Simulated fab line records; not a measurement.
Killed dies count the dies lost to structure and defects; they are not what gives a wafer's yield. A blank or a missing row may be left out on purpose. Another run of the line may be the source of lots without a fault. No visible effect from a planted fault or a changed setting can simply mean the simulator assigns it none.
fab line records	flow n5_finfet
record lots=9	wafers=27	last_day=17
route steps=1938 shown BEOL_M12@1615 PASSIVATION@1936
lots that met no fault: from a run of the same line without faults
start_h: start of the lot's first displayed wafer, in hours after the record's first day	wait_h: hours since the lot's step before	" unchanged from the row above	L1.1+2: a single row standing in for several wafers	- no value, or no start given	* or withheld: withheld	< > ~ a bound
route shown NAME@n: a module of which the file shows steps, and the number in the route of the first	usual: the fault-free wafers' mean and standard deviation	same: alike in all rows	chamber/n: place in a boat	sites: readings site by site	_std_site: standard deviation across them	_edge_site: inner sites' mean taken away from outer sites' mean	radius_mm: for every site, how far away it sits from the centre of the wafer	mask NAME#n: copy n	behind: the last tool/chamber to shape the wafer	hold: why the lot was held/for how many hours/how that ended	device: which transistor (n, p or np) failed to switch	end of line: tests run on the same wafers once the route is complete	for a step that has no rows: nothing shown but its recipe	killed: dies that structure and defects cost at the first sort, which is not the same as the wafer's yield	map: a wafer's dies, marking killed ones x, the rest . and places with no die _
set.NAME: the setting that was run; set.NAME@STEP: the one run at that earlier step	model.NAME: the simulator's own value behind a step, which no gauge read
route steps across a sampled set of lots; one table per step, one row per wafer
services: from which hour (start_h, from the record's first day; less than 0 if before it) a tool's chamber was out of use, for how many hours, and why
## steps
# step N5_BEOL_M12_DESCUM_15
# recipe chemistry=O2	time_s=7.9	source_power_w=50	bias_power_w=20	pressure_mtorr=20	rf_frequency_hz=2.712e+07	temp_c=40	o2_flow_sccm=225
# usual drypump_motor_current_A=5.6/0.56	oes_product_au=0.83/0.08	rf_vpp_V=243.3/1.3	showerhead_plenum_p_Torr=2.11/0.08	throttle_valve_pct=20.28/0.3
lot.wafer	tool	chamber	start_h	wait_h	drypump_motor_current_A	oes_product_au	rf_hours_counter_h	rf_vpp_V	showerhead_plenum_p_Torr	throttle_valve_pct
L642.1	rie_diel-05	1	242.39	0.1	4.8	0.86	43	243.2	2.05	19.82
L642.3	"	3	"	"	5.4	0.93	10	242.1	2.07	20.11
L642.5	"	3	"	"	5.4	0.93	-	243.9	2.07	20.11
L647.3	rie_diel-06	0	266.15	0.1	4.9	0.86	79	243.9	2.21	20.11
L647.4	"	2	"	"	6.4	0.68	252	240.0	1.99	21.14
L647.5	"	2	"	"	6.5	0.68	-	240.2	1.99	21.14
L651.1	rie_diel-06	1	293.74	0.0	5.1	0.90	20	243.8	2.04	20.07
L651.3	"	3	"	"	6.6	0.68	252	242.6	2.17	20.88
L651.4	"	3	"	"	6.6	0.68	-	243.2	2.17	20.90
L654.2	rie_diel-05	0	326.82	0.0	5.2	0.76	161	241.4	2.00	20.22
L654.5	"	0	"	"	5.2	0.75	-	242.7	2.00	20.23
L654.6	"	1	"	"	4.9	0.82	-	242.0	2.04	19.86
L657.2	rie_diel-06	1	335.05	0.0	5.1	0.86	37	240.8	2.04	20.09
L657.5	"	1	"	"	5.1	0.86	-	241.8	2.04	20.08
L657.6	"	2	"	"	6.4	0.94	-	246.1	2.25	20.84
L659.1	rie_diel-02	2	349.28	0.0	5.3	0.81	100	244.2	2.22	20.18
L659.2	"	3	"	"	5.8	0.74	174	242.6	2.08	20.22
L659.6	"	3	"	"	5.8	0.75	-	243.2	2.08	20.21
L660.1	rie_diel-02	0	351.07	0.0	5.7	0.77	134	240.7	2.02	20.18
L660.4	"	3	"	"	5.8	0.75	174	244.2	2.08	20.22
L660.5	"	2	"	"	5.3	0.80	-	243.6	2.22	20.18
L658.4	rie_diel-02	3	352.66	0.0	5.8	0.74	175	242.3	2.08	20.21
L658.5	"	3	"	"	5.8	0.74	-	243.7	2.08	20.20
L658.6	"	2	"	"	5.4	0.81	-	245.0	2.22	20.20
L662.3	rie_diel-06	2	363.50	0.2	6.5	0.91	25	244.9	2.24	20.86
L662.4	"	1	"	"	5.1	0.85	47	242.6	2.04	20.11
L662.6	"	0	"	"	5.0	0.81	-	245.6	2.20	20.17
# step N5_BEOL_M12_CD_MEAS_28
# recipe target_cd_nm=160.2	landing_energy_ev=500	detector=se_inlens	polarity=opening
# usual cd_nm=160.2/1.8
lot.wafer	tool	chamber	start_h	wait_h	cd_nm
L642.1	cd_sem-01	0	243.34	-	159.2
L642.3	"	0	"	"	161.5
L642.5	"	0	"	"	157.8
L647.3	cd_sem-03	0	267.10	-	159.0
L647.4	"	0	"	"	160.3
L647.5	"	0	"	"	158.6
L651.1	cd_sem-02	0	294.69	-	162.4
L651.3	"	0	"	"	162.8
L651.4	"	0	"	"	158.9
L654.2	cd_sem-01	0	327.77	-	162.2
L654.5	"	0	"	"	160.6
L654.6	"	0	"	"	159.6
L657.2	cd_sem-03	0	335.99	-	160.1
L657.5	"	0	"	"	158.8
L657.6	"	0	"	"	161.8
L659.1	cd_sem-03	0	350.22	-	161.0
L659.2	"	0	"	"	158.7
L659.6	"	0	"	"	160.2
L660.1	cd_sem-02	0	352.01	-	163.5
L660.4	"	0	"	"	160.8
L660.5	"	0	"	"	161.0
L658.4	cd_sem-02	0	353.62	-	160.9
L658.5	"	0	"	"	159.5
L658.6	"	0	"	"	161.0
L662.3	cd_sem-02	0	364.45	-	159.5
L662.4	"	0	"	"	158.5
L662.6	"	0	"	"	156.6
# step N5_BEOL_M12_TRENCH_ETCH_34
# recipe chemistry=C4F8/O2/Ar	target=SiOC	target_depth_a=3189.5	mask_material=SOC	pressure_mtorr=30	source_w=3000	bias_w=700	Ar_flow_sccm=400	C4F8_flow_sccm=15	O2_flow_sccm=8	he_inner_torr=15	he_outer_torr=30	time_s=125.5	ion_energy_ev=250
# usual drypump_motor_current_A=5.6/0.58	he_inner_torr=15.00/0.031	oes_product_au=0.83/0.081	rf_vpp_V=666/3.5	showerhead_plenum_p_Torr=3.44/0.11	throttle_valve_pct=24.0/0.32
lot.wafer	tool	chamber	start_h	wait_h	drypump_motor_current_A	he_inner_torr	oes_product_au	rf_hours_counter_h	rf_vpp_V	showerhead_plenum_p_Torr	throttle_valve_pct
L642.1	rie_diel-05	1	244.07	0.0	4.9	14.96	0.86	44	664	3.33	23.5
L642.3	"	2	"	"	5.6	15.05	0.76	138	667	3.44	24.2
L642.5	"	2	"	"	5.6	15.01	0.76	-	666	3.44	24.2
L647.3	rie_diel-05	2	267.69	0.0	5.6	15.02	0.75	145	665	3.44	24.2
L647.4	"	1	"	"	4.9	15.01	0.84	53	663	3.32	23.5
L647.5	"	1	"	"	4.8	14.96	0.85	-	663	3.32	23.5
L651.1	rie_diel-05	0	295.14	0.0	5.3	14.91	0.76	152	661	3.32	24.1
L651.3	"	1	"	"	4.9	14.95	0.84	62	661	3.32	23.5
L651.4	"	3	"	"	5.4	15.05	0.88	29	664	3.37	23.9
L654.2	rie_diel-05	1	328.22	0.0	4.8	15.01	0.83	73	663	3.31	23.5
L654.5	"	3	"	"	5.4	14.96	0.87	-	663	3.36	24.0
L654.6	"	1	"	"	4.9	14.94	0.83	-	663	3.31	23.5
L657.2	rie_diel-06	3	336.44	0.0	6.6	15.01	0.99	8	667	3.47	24.0
L657.5	"	3	"	"	6.6	14.99	1.00	-	666	3.47	24.0
L657.6	"	0	"	"	5.0	15.02	0.81	-	670	3.58	23.9
L659.1	rie_diel-02	0	350.67	0.0	5.7	14.99	0.76	134	662	3.31	23.9
L659.2	"	1	"	"	6.1	14.98	0.87	21	667	3.47	24.0
L659.6	"	0	"	"	5.7	14.95	0.76	-	662	3.31	23.9
L660.1	rie_diel-06	3	352.47	0.0	6.7	15.00	0.98	15	667	3.46	24.0
L660.4	"	1	"	"	5.1	14.99	0.85	44	664	3.33	23.8
L660.5	"	0	"	"	5.0	14.96	0.81	-	672	3.57	23.9
L658.4	rie_diel-02	0	354.24	0.0	5.7	15.05	0.76	135	663	3.31	23.9
L658.5	"	3	"	"	5.8	14.98	0.75	-	663	3.40	24.0
L658.6	"	2	"	"	5.3	15.00	0.80	-	671	3.54	23.6
L662.3	rie_diel-06	3	365.33	0.0	6.6	15.00	0.96	19	667	3.46	24.0
L662.4	"	1	"	"	5.1	15.04	0.84	48	665	3.33	23.9
L662.6	"	0	"	"	5.0	14.95	0.82	-	670	3.57	23.9
# step N5_BEOL_M12_OCD_MEAS_35
# usual trench_depth_nm=318/6.5
lot.wafer	tool	chamber	start_h	wait_h	trench_depth_nm
L642.1	ocd-01	-	244.23	0.0	315
L642.3	"	-	"	"	311
L642.5	"	-	"	"	312
L647.3	ocd-02	-	267.84	0.0	307
L647.4	"	-	"	"	313
L647.5	"	-	"	"	317
L651.1	ocd-01	-	295.29	0.0	318
L651.3	"	-	"	"	318
L651.4	"	-	"	"	291
L654.2	ocd-01	-	328.38	0.0	299
L654.5	"	-	"	"	299
L654.6	"	-	"	"	317
L657.2	ocd-01	-	336.60	0.0	331
L657.5	"	-	"	"	334
L657.6	"	-	"	"	318
L659.1	ocd-01	-	350.83	0.0	315
L659.2	"	-	"	"	311
L659.6	"	-	"	"	314
L660.1	ocd-02	-	352.62	0.0	335
L660.4	"	-	"	"	328
L660.5	"	-	"	"	319
L658.4	ocd-02	-	354.40	0.0	316
L658.5	"	-	"	"	323
L658.6	"	-	"	"	312
L662.3	ocd-01	-	365.49	0.0	332
L662.4	"	-	"	"	324
L662.6	"	-	"	"	321
# step N5_BEOL_M12_PRE_CLEAN_42
# recipe gas=H2/He	time_s=30	temp_c=250
# usual heater_power_w=348/16
lot.wafer	tool	chamber	start_h	wait_h	heater_power_w
L642.1	pvd_sputter-01	-	245.27	0.0	338
L642.3	"	-	"	"	341
L642.5	"	-	"	"	372
L647.3	pvd_sputter-03	-	268.43	0.0	335
L647.4	"	-	"	"	325
L647.5	"	-	"	"	344
L651.1	pvd_sputter-02	-	298.71	0.0	357
L651.3	"	-	"	"	327
L651.4	"	-	"	"	352
L654.2	pvd_sputter-03	-	331.61	0.0	355
L654.5	"	-	"	"	348
L654.6	"	-	"	"	333
L657.2	pvd_sputter-01	-	337.85	0.0	382
L657.5	"	-	"	"	328
L657.6	"	-	"	"	379
L659.1	pvd_sputter-03	-	352.56	0.0	332
L659.2	"	-	"	"	337
L659.6	"	-	"	"	376
L660.1	pvd_sputter-02	-	353.83	0.0	348
L660.4	"	-	"	"	338
L660.5	"	-	"	"	352
L658.4	pvd_sputter-01	-	355.28	0.0	334
L658.5	"	-	"	"	342
L658.6	"	-	"	"	330
L662.3	pvd_sputter-01	-	372.72	0.0	327
L662.4	"	-	"	"	338
L662.6	"	-	"	"	329
# step N5_BEOL_M12_THK_MEAS_50
# recipe thk_meas_gauge=xrf	reads=Cu_of_BEOL_M12_ECD_47
# usual M12_THK=313/7.2
lot.wafer	tool	chamber	start_h	wait_h	M12_THK[nm]
L642.1	film_metro-01	-	246.46	-	306
L642.3	"	-	"	"	303
L642.5	"	-	"	"	304
L647.3	film_metro-01	-	269.48	-	303
L647.4	"	-	"	"	309
L647.5	"	-	"	"	313
L651.1	film_metro-01	-	299.76	-	311
L651.3	"	-	"	"	311
L651.4	"	-	"	"	285
L654.2	film_metro-02	-	332.67	-	293
L654.5	"	-	"	"	294
L654.6	"	-	"	"	311
L657.2	film_metro-01	-	341.04	-	327
L657.5	"	-	"	"	328
L657.6	"	-	"	"	315
L659.1	film_metro-01	-	353.85	-	313
L659.2	"	-	"	"	309
L659.6	"	-	"	"	311
L660.1	film_metro-01	-	354.88	-	329
L660.4	"	-	"	"	323
L660.5	"	-	"	"	314
L658.4	film_metro-01	-	356.35	-	310
L658.5	"	-	"	"	317
L658.6	"	-	"	"	306
L662.3	film_metro-01	-	373.79	-	327
L662.4	"	-	"	"	320
L662.6	"	-	"	"	316
# step N5_BEOL_M12_RS_MEAS_54
# recipe thk_meas_gauge=four-point-probe	reads=Cu_of_BEOL_M12_ECD_47+Ta_of_BEOL_M12_SPUTTER_44+TaN_of_BEOL_M12_SPUTTER_43
# usual M12_RS=0.0602/0.0013
lot.wafer	tool	chamber	start_h	wait_h	M12_RS[ohm/sq]
L642.1	film_metro-02	-	246.59	0.0	0.0609
L642.3	"	-	"	"	0.0619
L642.5	"	-	"	"	0.0616
L647.3	film_metro-01	-	269.61	0.0	0.0627
L647.4	"	-	"	"	0.0613
L647.5	"	-	"	"	0.0603
L651.1	film_metro-01	-	299.90	0.1	0.0603
L651.3	"	-	"	"	0.0602
L651.4	"	-	"	"	0.0660
L654.2	film_metro-01	-	332.79	0.0	0.0642
L654.5	"	-	"	"	0.0641
L654.6	"	-	"	"	0.0601
L657.2	film_metro-02	-	341.16	0.0	0.0578
L657.5	"	-	"	"	0.0575
L657.6	"	-	"	"	0.0599
L659.1	film_metro-02	-	353.98	0.0	0.0607
L659.2	"	-	"	"	0.0616
L659.6	"	-	"	"	0.0610
L660.1	film_metro-01	-	355.03	0.1	0.0577
L660.4	"	-	"	"	0.0586
L660.5	"	-	"	"	0.0599
L658.4	film_metro-01	-	356.48	0.0	0.0609
L658.5	"	-	"	"	0.0596
L658.6	"	-	"	"	0.0619
L662.3	film_metro-02	-	373.92	0.0	0.0578
L662.4	"	-	"	"	0.0593
L662.6	"	-	"	"	0.0599
# step N5_PASSIVATION_PROBE_49
# usual defect_limited_yield=91.2/1.6	killed_at_M0_to_M3=34/11	killed_at_M4_up=14/5.7	killed_at_contacts=14/6.6	killed_at_front_end=37/10	killed_at_other=4/3.2	killed_dies=104/19	killed_open=69/13	killed_short=33/8.7	sort_bin_5_function=5.1/1	sort_bin_6_memory=3.3/0.76	sort_bin_8_speed=0.00/0.016	sort_n_pass=1076/19	sort_yield_pct=91.2/1.6
# same gross_dies=1180	killed_at_back_side=0	sort_bin_4_leakage[%]=0
lot.wafer	tool	chamber	start_h	wait_h	defect_limited_yield[%]	killed_at_M0_to_M3	killed_at_M4_up	killed_at_contacts	killed_at_front_end	killed_at_other	killed_dies	killed_open	killed_short	sort_bin_5_function[%]	sort_bin_6_memory[%]	sort_bin_8_speed[%]	sort_n_pass	sort_yield_pct[%]
L647.3	prober-02	-	305.10	0.1	92.7	37	4	4	37	4	86	57	29	5.1	2.0	0	1094	92.7
L647.4	prober-02	-	305.15	0.2	92.0	47	12	6	26	3	94	69	25	4.7	2.6	0	1086	92.0
L647.5	prober-02	-	305.20	0.2	90.8	36	14	17	34	8	109	84	25	4.8	4.2	0	1071	90.8
# killed by level:class
L647.3 BEOL_M2:geometric_particle:open=10 STI_FIN_REVEAL:geometric_particle:open=7 DUMMY_GATE:geometric_particle:open=7 BEOL_M0_SAQP:geometric_particle:short=7 BEOL_M1:geometric_particle:open=6 GATE_CUT:geometric_particle:short=5 BEOL_M3:geometric_particle:open=5 BEOL_M0_SAQP:geometric_particle:open=4
L647.4 BEOL_M3:geometric_particle:open=11 BEOL_M1:geometric_particle:open=10 BEOL_M0_SAQP:geometric_particle:open=8 BEOL_M2:geometric_particle:open=7 GATE_CUT:geometric_particle:short=5 MOL_CONTACT_COAG:geometric_particle:open=5 BEOL_M0_SAQP:geometric_particle:short=5 DUMMY_GATE:geometric_particle:open=4
L647.5 STI_FIN_REVEAL:geometric_particle:open=15 MOL_CONTACT_COAG:geometric_particle:open=14 BEOL_M0_SAQP:geometric_particle:open=12 BEOL_M1:geometric_particle:open=6 PAD_METAL:geometric_particle:open=6 DUMMY_GATE:geometric_particle:open=5 BEOL_M0_SAQP:geometric_particle:short=5 BEOL_M2:geometric_particle:open=5
## services
tool	chamber	start_h	hours	kind
rie_diel-06	1	223.23	-	clean
rie_diel-06	1	223.23	-	consumable_replace:focus_ring
rie_diel-06	1	223.23	18.1	scheduled_down
rie_diel-06	1	223.23	18.1	vent_cycle
rie_diel-05	-	250.18	0.4	repair
rie_diel-02	1	268.76	-	clean
rie_diel-02	1	268.76	-	consumable_replace:focus_ring
rie_diel-02	1	268.76	20.5	scheduled_down
rie_diel-02	1	268.76	20.5	vent_cycle
rie_diel-06	2	280.14	-	clean
rie_diel-06	2	280.14	-	consumable_replace:focus_ring
rie_diel-06	2	280.14	-	consumable_replace:showerhead
rie_diel-06	2	280.14	20.4	scheduled_down
rie_diel-06	2	280.14	20.4	vent_cycle
rie_diel-06	3	300.71	-	clean
rie_diel-06	3	300.71	-	consumable_replace:focus_ring
rie_diel-06	3	300.71	15.2	scheduled_down
rie_diel-06	3	300.71	15.2	vent_cycle
pvd_sputter-03	-	309.90	0.8	repair
rie_diel-05	2	325.98	13.5	repair
rie_diel-05	-	330.64	3.9	repair
pvd_sputter-01	-	335.20	1.6	repair
rie_diel-05	3	336.29	3.1	repair
rie_diel-02	1	370.04	5.3	repair
## key
first_sign step=N5_BEOL_M12_OCD_MEAS_35	reading=trench_depth_nm	direction=down	sigmas=3.3	usual=318	struck=297
effect step=N5_BEOL_M12_THK_MEAS_50	reading=M12_THK	direction=down	sigmas=3.2	usual=313	struck=291
effect step=N5_BEOL_M12_RS_MEAS_54	reading=M12_RS	direction=up	sigmas=3.5	usual=0.0602	struck=0.0647
met_at N5_BEOL_M12_TRENCH_ETCH_34
struck_lots L651,L654
struck_wafers L651.4,L654.2,L654.5
not_acting_at N5_BEOL_M12_DESCUM_15,N5_BEOL_M12_CD_MEAS_28,N5_BEOL_M12_PRE_CLEAN_42
onset_between 267.69 295.14
fault kind=process_parameter_drift	tool=rie_diel-05	chamber=-	onset_h=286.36	steps=N5_BEOL_M12_TRENCH_ETCH_34	channel=target_depth_a	offset=-204.81	shape=step	end_h=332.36	scope=struck_wafers_only	acts_in=these_recipes_only	stated=3189.5
